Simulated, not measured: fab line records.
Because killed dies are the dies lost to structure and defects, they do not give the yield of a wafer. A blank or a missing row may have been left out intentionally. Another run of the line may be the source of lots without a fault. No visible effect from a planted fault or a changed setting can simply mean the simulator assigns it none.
Matching of chambers	flow nand harc	pecvd-02 running NHARC_P_M0_PRE_CLEAN_31: 3 sister chambers
The step time 12 s. 18 wafers are shown with their chamber, then 9 later ones without.

## EACH WAFER AND ITS CHAMBER
wafer	chamber	heater power w (W)	heater power outer w (W)
L074.1	1	739	409
L074.2	0	754	470
L074.3	2	487	302
L078.1	0	755	457
L078.4	0	746	447
L078.5	2	522	334
L080.1	1	704	388
L080.2	2	540	348
L080.4	0	754	472
L086.2	2	524	333
L086.3	1	729	390
L086.5	0	735	433
L087.2	1	790	447
L087.3	2	495	314
L087.4	1	789	440
L091.1	2	498	304
L091.3	1	759	406
L091.4	1	763	404

SIGNATURES, as means of the wafers listed above
reading	chamber 0	chamber 1	chamber 2	scatter within a chamber
heater power w	748.80	753.29	511.00	23.7
heater power outer w	455.80	412.00	322.50	19.9
Rule: for each reading, subtract the chamber's mean from the wafer's reading, divide by that reading's scatter and square the result; add these up over the readings and take the root, which gives the wafer's distance from the chamber. The wafer belongs to the nearest chamber; if the next one is less than 2 further off, it can't be placed. The scatter: the root of (the sum of the squares of (reading less its chamber's mean) over the shown wafers, divided by (wafers less chambers)).

## WAFERS WITH NO CHAMBER GIVEN
wafer	heater power w (W)	heater power outer w (W)
L092.1	540	334
L092.5	738	413
L092.6	527	343
L096.3	768	447
L096.4	504	314
L096.5	770	449
L097.1	476	300
L097.4	779	441
L097.5	489	301

## WHICH CHAMBER EACH WENT THROUGH
wafer	from the rows above	in truth
L092.1	2	2
L092.5	can't be placed: 1 or 0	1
L092.6	2	2
L096.3	can't be placed: 0 or 1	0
L096.4	2	2
L096.5	can't be placed: 0 or 1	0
L097.1	2	2
L097.4	can't be placed: 0 or 1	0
L097.5	2	2
Correct placement for 5 of the 9. Unplaceable from these rows: 4, with the true chamber sitting among the candidates in 4. Number placed wrongly: 0.
